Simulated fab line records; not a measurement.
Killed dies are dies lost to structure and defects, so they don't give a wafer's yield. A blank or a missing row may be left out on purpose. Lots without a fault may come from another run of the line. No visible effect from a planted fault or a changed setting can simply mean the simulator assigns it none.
2 desks, one fault | flow nand-harc | numbers are kept per desk, each desk with only its own; the story behind them comes last

## AT THE METROLOGY DESK
What the gauges read for every lot (on any tool): the sampled wafers with a number, averaged. Any lot whose mean is over 4 standard deviations away from the usual mean is out of limits and marked OUT; that distance is given in the brackets.
Columns: A = cd-nm at NHARC_A_M0_CD_MEAS_09, usual 79.9 nm; B = overlay-x-nm at NHARC_A_M0_OVL_MEAS_10, usual 0.2 nm; C = overlay-y-nm at NHARC_A_M0_OVL_MEAS_10, usual 0.2 nm; D = cd-nm at NHARC_A_M0_CD_MEAS_16, usual 79.6 nm
lot  | first seen here | A               | B    | C    | D
L429 | day 28 15:43    | 85.3 (+6.5) OUT | -0.6 | 0.3  | 85.3 (+5.2) OUT
L432 | day 28 19:31    | 80.1            | 0.5  | 0.0  | 79.5
L430 | day 28 19:54    | 84.7 (+5.7) OUT | 0.3  | 0.8  | 83.1
L434 | day 30 09:23    | 81.2            | -0.1 | -0.5 | 80.4
L438 | day 31 00:14    | 78.7            | 1.0  | 0.9  | 79.4
L437 | day 31 05:28    | 80.0            | 0.6  | -0.2 | 79.8
This desk's finding: out of limits on L429, L430; first on L429, day 28 15:43 (cd-nm at NHARC_A_M0_CD_MEAS_09). L432, L434, L438, L437 stayed within limits.

## THE DEFECT DESK
For each lot, the counts of the inspections along the route, averaged over the sampled wafers that have a number. Any lot whose mean is over 4 standard deviations away from the usual mean is out of limits and marked OUT; that distance is given in the brackets.
Columns: A = raw-defect-count at NHARC_A_BLC_INSPECT_28, usual 548; B = raw-defect-count at NHARC_A_M0_INSPECT_11, usual 88
lot  | first seen here | A   | B
L429 | day 28 14:49    | 591 | 116
L432 | day 28 18:36    | 524 | 34
L430 | day 28 19:08    | 402 | 59
L434 | day 30 08:29    | 579 | 77
L438 | day 30 23:27    | 379 | 33
L437 | day 31 04:25    | 436 | 124
This desk's verdict: no lot among the 6 shows anything out of limits.

## BROUGHT TOGETHER
L429, L430 would have let the metrology desk raise an alarm at day 28 15:43.
The defect desk saw nothing out of limits.
The defect desk has L429, L430 on record, within its limits.
Every lot named ran NHARC_A_M0_PEB_07 on litho-track-06.

## WHAT THE SIMULATOR HAD PUT IN
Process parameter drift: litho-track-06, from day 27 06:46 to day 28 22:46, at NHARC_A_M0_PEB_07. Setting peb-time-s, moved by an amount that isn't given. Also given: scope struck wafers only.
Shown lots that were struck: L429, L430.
Time in hours between the start of the fault and the first out-of-limits reading at each desk: metrology desk, 33.
